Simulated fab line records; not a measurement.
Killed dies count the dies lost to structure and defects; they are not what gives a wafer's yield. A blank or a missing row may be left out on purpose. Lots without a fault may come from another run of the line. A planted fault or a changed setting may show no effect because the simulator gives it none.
Matching of chambers    flow n5-finfet    rie-diel-01 running N5_FIN_SAQP_HM_OPEN_33: 4 sister chambers
The step chemistry CH3F/O2, target SiNx, target depth 49.4 nm, time 70.6 s. 4 wafers are shown with their chamber, then 9 later ones without.

EACH WAFER AND ITS CHAMBER
wafer   chamber  drypump-motor-current-A (A)
L084.6  3        5.3
L085.2  1        5.2
L085.3  2        4.9
L085.6  0        6.3

WAFERS WITH NO CHAMBER GIVEN
wafer   drypump-motor-current-A (A)
L086.1  5.2
L086.3  6.4
L086.6  5.0
L093.1  5.2
L093.2  4.9
L093.4  6.4
L096.2  6.3
L096.3  5.3
L096.4  5.0

CHAMBER TAKEN BY EACH
wafer   from the rows above      in truth
L086.1  can't be placed: 1 or 3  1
L086.3  0                        0
L086.6  can't be placed: 2 or 1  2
L093.1  can't be placed: 1 or 3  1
L093.2  2                        2
L093.4  0                        0
L096.2  0                        0
L096.3  can't be placed: 3 or 1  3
L096.4  can't be placed: 2 or 1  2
Placed correctly: 4 of 9. From these rows, 5 cannot be placed; in 5 the true chamber is one of the candidates. Wrongly placed: 0.
How it was worked out, from the rows above alone: a wafer's distance from a chamber is the root of the sum, over the readings, of the square of ((its reading less the chamber's mean) divided by the reading's scatter). If the next closest chamber is less than 2 further off than the closest, the wafer can't be placed; otherwise it belongs to the closest. The mean given for a chamber averages the wafers shown for that chamber. The scatter: with one shown wafer a chamber, the root of the mean of the squares of how far each hidden wafer lies from its nearest shown one.
